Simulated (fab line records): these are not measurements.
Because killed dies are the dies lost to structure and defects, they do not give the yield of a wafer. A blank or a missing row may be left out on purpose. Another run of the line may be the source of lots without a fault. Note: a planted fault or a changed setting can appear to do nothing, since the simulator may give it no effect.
A lot that was struck, set against a sound lot	flow n5 finfet	41 out of 1938 route steps
Sound: these wafers, L980.3, L980.5, L980.6. Struck: wafer L992.2 (left out: L992.6, a lot-mate that was not struck); the cause follows at the end.
At each step with rows: each side's tool, then ch and its chambers, then its first start. Under that, the readings that differ: sound wafers	struck wafers	difference of the means	sigmas: that difference in standard deviations of wafers without a fault.
alike: same words and numbers on both sides, and readings whose means sit less than 2 such deviations apart. not compared: any withheld reading, any reading some wafer has no value for, any bound like >300 that may hide the same value, and any number with overlapping values for which the record gives no deviation.
A row with sigmas, a row that says differs or no value, or rows on one side alone: a step with any of these is where the two part. Numbers that don't overlap but have no deviation are shown without sigmas and don't part them. A reading that every wafer of one side lacks parts them only if that side has two wafers or more.

first, 8 steps without rows for these wafers: N5_BEOL_M2_ANNEAL_51 (time 90 s); N5_BEOL_M2_CMP_52 (polishes, stops on SiOC, t overpolish 6.8 s, target thk 40 nm); N5_BEOL_M2_PRE_CLEAN_60 (time 15 s); N5_BEOL_M2_CO_CAP_55 (material Co, precursor CCTBA/H2, target thk 2 nm, time 102.1 s); N5_BEOL_M2_PRE_CLEAN_56 (time 15 s); N5_BEOL_M2_DEP_57 (deposits SiCN from 3MS/NH3, target thk 8 nm, time 14 s); N5_BEOL_M3_ILD_DEP_00 (deposits SiOC from DEMS/O2, target thk 79 nm, time 15.3 s); N5_BEOL_M3_PECVD_72 (deposits SiO2 from TEOS/O2, target thk 16 nm, time 18 s).
N5_BEOL_M3_HM_DEP_02: deposits TiN, target thk 20 nm.
  sound on pvd sputter-02 at day 7 09:35; struck on pvd sputter-02 at day 10 21:41
reading	sound	struck	difference	sigmas
model.TiN_of_BEOL_M3_HM_DEP_02.thk nm (nm)	19.8 20.4 20.2	32.8	+12.7	
  alike: throttle valve pct
then, 16 steps without rows for these wafers: N5_BEOL_M3_COAT_61 (time 60 s, resist thk 60 nm); N5_BEOL_M3_COAT_62 (time 60 s, resist thk 12 nm); N5_BEOL_M3_COAT_73 (time 60 s, resist thk 5 nm); N5_BEOL_M3_COAT_05 (resist thk 30 nm); N5_BEOL_M3_EBR_07; N5_BEOL_M3_SOFTBAKE_06 (time 60 s); N5_BEOL_M3_EXPOSE_08 (exposes mask M3); N5_BEOL_M3_PEB_09 (peb time 60 s); N5_BEOL_M3_DEVELOP_10 (develop time 30 s); N5_BEOL_M3_DESCUM_16 (chemistry O2, time 7 s); N5_BEOL_M3_ETCH_74 (etches underlayer in N2/H2, target depth 6.5 nm, time 5.2 s); N5_BEOL_M3_ETCH_63 (etches SiARC in CF4, target depth 15.6 nm, time 26 s); N5_BEOL_M3_ETCH_64 (etches SOC in N2/H2, target depth 75 nm, overetch 15 nm, time 112.5 s); N5_BEOL_M3_STRIP_65 (strips in N2/H2); N5_BEOL_M3_STRIP_75 (strips in N2/H2); N5_BEOL_M3_STRIP_66 (strips in CF4).
N5_BEOL_M3_HM_OPEN_17: chemistry Cl2/BCl3, target TiN, target depth 20 nm, overetch 6 nm.
  sound on rie metal-03 ch 0,1, day 7 10:37; struck on rie metal-01 ch 0, day 10 22:35
reading	sound	struck	difference	sigmas
rf hours counter h (h)	- - -	28	no value on the sound wafers	
throttle valve pct (%)	22.3 22.8 22.2	21.7	-0.7	-2
model.etch.depth nm (nm)	19.79 20.49 20.12	25.51	+5.38	
  alike: drypump motor current A, oes product au, rf fwd power W
then, 8 steps without rows for these wafers: N5_BEOL_M3_STRIP_19 (strips in O2); N5_BEOL_M3_COAT_67 (time 60 s, resist thk 60 nm); N5_BEOL_M3_COAT_68 (time 60 s, resist thk 12 nm); N5_BEOL_M3_COAT_76 (time 60 s, resist thk 5 nm); N5_BEOL_M3_COAT_22 (resist thk 30 nm); N5_BEOL_M3_EBR_24; N5_BEOL_M3_SOFTBAKE_23 (time 60 s); N5_BEOL_M3_EXPOSE_25 (exposes mask V2, defocus 5 nm).
N5_BEOL_M3_ETCHBACK_99: etches SiO2 in CHF3, target depth 5 nm, time 10.4 s.
  sound on rie diel-04 ch 2,3, day 7 16:19; struck on rie diel-01 ch 2, day 11 00:13
reading	sound	struck	difference	sigmas
oes product au (a.u.)	0.77 0.89 0.76	0.26	-0.55	-6
throttle valve pct (%)	16.69 16.83 16.67	17.24	+0.51	+2
  alike: drypump motor current A, rf fwd power W, rf vpp V, showerhead plenum p Torr
  not compared: rf hours counter h
N5_BEOL_M3_TRENCH_ETCH_37: etches SiOC in C4F6/O2, target depth 55.555 nm, time 29.2 s.
  sound on rie diel-04 ch 2,3; struck on rie diel-01 ch 2
reading	sound	struck	difference	sigmas
throttle valve pct (%)	20.66 20.61 20.41	21.03	+0.47	+2
model.TiN_of_BEOL_M3_HM_DEP_02.thk nm (nm)	17.4 18.2 17.8	30.6	+12.8	
  alike: drypump motor current A, oes product au, rf fwd power W, rf vpp V, showerhead plenum p Torr
  not compared: rf hours counter h
N5_BEOL_M3_ETCH_41: etches SiCN in CH3F/O2, target depth 29.9 nm, time 52.5 s.
  sound on rie diel-04 ch 2,3; struck on rie diel-01 ch 2
reading	sound	struck	difference	sigmas
oes product au (a.u.)	0.88 0.88 0.77	0.26	-0.58	-7
throttle valve pct (%)	16.06 16.05 15.92	16.53	+0.52	+2
  alike: CH3F_flow_sccm, drypump motor current A, rf fwd power W, rf vpp V, showerhead plenum p Torr
  not compared: rf hours counter h
N5_BEOL_M3_OCD_MEAS_38:
  sound on ocd-02 at day 7 16:42; struck on ocd-02 at day 11 00:36
  not compared: trench depth nm
N5_BEOL_M3_CD_MEAS_35: target cd 18 nm, target cd y 21 nm.
  sound on cd sem-01 at day 7 16:52; struck on cd sem-03 at day 11 00:46
  not compared: cd nm
N5_BEOL_M4_RC_MEAS_101:
  the record has rows for the sound wafers here (prober-01 ch 0, day 8 15:12) and none for the struck ones
-- record jumps: 5 days separate the struck wafers' starts on either side; left off in module BEOL_M4, taken up again in module PASSIVATION, whose first shown step is the route's number 1936 --
N5_PASSIVATION_PROBE_49:
  sound on prober-02 at day 12 14:40; struck on prober-02 at day 16 09:01
reading	sound	struck	difference	sigmas
defect limited yield (%)	92.4 90.3 87.2	0	-90	-64
killed_at_M0_to_M3	38 59 54	1126	+1076	+99 or more
killed dies	90 115 151	1180	+1061	+62
killed on rim	12 18 18	152	+136	+33
killed open	49 79 98	45	-30	-2
sort_bin_5_function (%)	5.0 5.3 6.2	96.8	+91.3	+99 or more
sort n pass	1090 1065 1029	0	-1061	-62
sort yield pct (%)	92.4 90.3 87.2	0	-90	-64
  alike: killed_at_M4_up, killed at contacts, killed at front end, killed at other, killed short, sort_bin_6_memory

WHERE THEY PART
Earliest at N5_BEOL_M3_HM_OPEN_17; latest, in this record, at N5_PASSIVATION_PROBE_49.

WHY: whatever the simulator had introduced
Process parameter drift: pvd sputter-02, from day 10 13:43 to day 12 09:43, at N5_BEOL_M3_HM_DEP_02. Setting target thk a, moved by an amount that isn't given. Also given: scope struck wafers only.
